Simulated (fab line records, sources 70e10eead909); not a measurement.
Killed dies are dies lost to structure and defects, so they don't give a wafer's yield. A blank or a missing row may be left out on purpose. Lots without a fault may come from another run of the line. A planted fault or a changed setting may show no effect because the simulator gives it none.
A struck lot beside a sound one | flow nand_harc | 19 steps out of a route of 1302
Sound: wafers L212.1, L212.3, L212.5. Struck: wafer L221.6. (L221.4, L221.5 of the same lot were not struck and are left out.) The cause comes at the end.
At each step with rows: each side's tool, then ch and its chambers, then its first start. Under that, the readings that differ: sound wafers | struck wafers | difference of the means | sigmas: that difference in standard deviations of wafers without a fault.
alike: readings whose means differ by less than 2 such deviations, and words and numbers that are the same on both sides. not compared: withheld readings, readings that some wafer has no value for, bounds like >300 that may hide the same value, and numbers for which the record gives no deviation and whose values overlap.
The two part at a step that has a row with sigmas, a row that says differs or no value, or rows on one side only. Numbers that don't overlap but have no deviation are shown without sigmas and don't part them. A reading that every wafer of one side lacks parts them only if that side has two wafers or more.

NHARC_P_GATE_ALD_36: deposits SiNx, target thk 20 nm, pulse time 60 s, ald cycles 223.
  sound on ald_sin-04 ch 0,1, day 8 11:29; struck on ald_sin-01 ch 0, day 12 14:37
  alike: heater_power_w, precursor_pulse_height_rel
NHARC_P_GATE_ETCHBACK_37: etches the open film in CHF3/O2, target depth 34.5 nm, time 17.2 s.
  sound on rie_diel-13 ch 0,2; struck on rie_diel-01 ch 3
  alike: drypump_motor_current_A, oes_product_au, rf_vpp_V, showerhead_plenum_p_Torr, throttle_valve_pct
  not compared: rf_hours_counter_h
NHARC_P_GATE_STRIP_101: strips in O2, time 20 s.
  sound on rie_diel-13 ch 0,2, day 8 21:02; struck on rie_diel-01 ch 0, day 12 19:59
  alike: drypump_motor_current_A, oes_product_au, rf_vpp_V, showerhead_plenum_p_Torr, throttle_valve_pct
  not compared: rf_hours_counter_h
then, 9 steps without rows for these wafers: NHARC_P_GATE_PRECLEAN_97 (cleans in SPM, time 600 s); NHARC_P_GATE_SRD_98; NHARC_P_GATE_PRECLEAN_99 (cleans in SC1); NHARC_P_GATE_SRD_100; NHARC_P_GATE_DEHYDRATE_38 (time 120 s); NHARC_P_GATE_HMDS_39 (time 30 s); NHARC_P_GATE_COAT_40; NHARC_P_GATE_SOFTBAKE_41 (time 95 s); NHARC_P_GATE_EBR_42.
NHARC_P_GATE_EXPOSE_43: exposes mask P NSD, target cd 720 nm.
  sound on krf_scanner-04 ch 0, day 8 21:48; struck on krf_scanner-04 ch 0, day 12 20:38
  alike: mask
then, 2 steps without rows for these wafers: NHARC_P_GATE_PEB_44 (peb time 85 s); NHARC_P_GATE_DEVELOP_45 (time 70 s).
NHARC_P_GATE_CD_MEAS_46: target cd 720 nm.
  sound on cd_sem-01 ch 0, day 8 21:57; struck on cd_sem-02 ch 0, day 12 20:47
  reading    | sound             | struck | difference | sigmas
  cd_nm (nm) | 721.3 721.6 719.9 | 738.8  | +17.9      | +8
then, 1 step without rows for these wafers: NHARC_P_GATE_HARDBAKE_47 (time 80 s).
NHARC_P_GATE_DESCUM_48: chemistry O2, time 3 s.
  sound on rie_diel-07 ch 1,2,3, day 8 22:08; struck on rie_diel-13 ch 1, day 12 20:56
  reading                 | sound           | struck | difference | sigmas
  model.P_GATE.cd_nm (nm) | 722.4 722 720.6 | 739.6  | +17.9      |
  alike: drypump_motor_current_A, oes_product_au, rf_vpp_V, showerhead_plenum_p_Torr, throttle_valve_pct
  not compared: rf_hours_counter_h
then, 1 step without rows for these wafers: NHARC_P_GATE_IMPLANT_49.

WHERE THEY PART
Only at NHARC_P_GATE_CD_MEAS_46, within this record. Later steps at which nothing parts them and some readings are alike: NHARC_P_GATE_DESCUM_48.

WHY: what the simulator had put in
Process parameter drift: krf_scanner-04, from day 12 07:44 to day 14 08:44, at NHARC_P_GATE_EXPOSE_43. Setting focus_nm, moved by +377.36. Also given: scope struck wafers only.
